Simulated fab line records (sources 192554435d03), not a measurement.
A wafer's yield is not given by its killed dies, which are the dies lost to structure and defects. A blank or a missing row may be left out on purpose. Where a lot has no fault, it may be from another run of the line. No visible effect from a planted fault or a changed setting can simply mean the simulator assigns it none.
Chamber matching    flow n5Finfet    4 sister chambers for N5_BEOL_M0_TRENCH_ETCH_107 on rieDiel-03
The step etches SiOC in C4F6/O2, target depth 32.8 nm, time 16.4 s. 14 wafers are shown with their chamber, then 7 later ones without.

## WAFERS PAIRED WITH THEIR CHAMBERS
wafer   chamber  drypumpMotorCurrentA (A)  showerheadPlenumPTorr (Torr)  throttleValvePct (%)
L074.1  0        5.3                       2.95                          21.4
L074.4  1        5.8                       2.86                          20.7
L074.6  3        5.1                       2.85                          20.8
L075.2  3        5.1                       2.85                          20.8
L075.4  1        5.8                       2.86                          20.7
L075.5  0        5.3                       2.95                          21.4
L077.1  0        5.3                       2.95                          21.4
L077.2  1        5.8                       2.86                          20.7
L077.4  2        6.2                       2.82                          20.8
L081.3  2        6.3                       2.82                          20.8
L081.4  0        5.3                       2.95                          21.5
L081.6  2        6.3                       2.82                          20.8
L086.1  0        5.3                       2.94                          21.5
L086.2  2        6.3                       2.81                          20.9

SIGNATURES, as means of the wafers listed above
reading                chamber 0  chamber 1  chamber 2  chamber 3  scatter within a chamber
drypumpMotorCurrentA   5.300      5.800      6.275      5.100      0.0274
showerheadPlenumPTorr  2.9480     2.8600     2.8175     2.8500     0.00394
throttleValvePct       21.440     20.700     20.825     20.800     0.0442
Rule: a wafer's distance from a chamber is the root of the sum, over the readings, of the square of ((its reading less the chamber's mean) divided by the reading's scatter). The wafer belongs to the nearest chamber; if the next one is less than 2 further off, it can't be placed. The scatter is the square root of a quotient: the sum, over the shown wafers, of each reading's squared deviation from its chamber's mean, divided by wafers minus chambers.

## WAFERS MISSING THEIR CHAMBER
wafer   drypumpMotorCurrentA (A)  showerheadPlenumPTorr (Torr)  throttleValvePct (%)
L086.3  5.1                       2.84                          20.9
L094.4  6.3                       2.80                          20.9
L094.5  6.3                       2.80                          20.9
L094.6  5.1                       2.83                          20.9
L097.1  5.1                       2.83                          20.9
L097.3  5.8                       2.84                          20.7
L097.6  5.3                       2.93                          21.1

## CHAMBER TAKEN BY EACH
wafer   from the rows above  in truth
L086.3  3                    3
L094.4  2                    2
L094.5  2                    2
L094.6  3                    3
L097.1  3                    3
L097.3  1                    1
L097.6  0                    0
Correctly placed: 7 of 7. Can't be placed from these rows: 0. 0 placed wrongly.
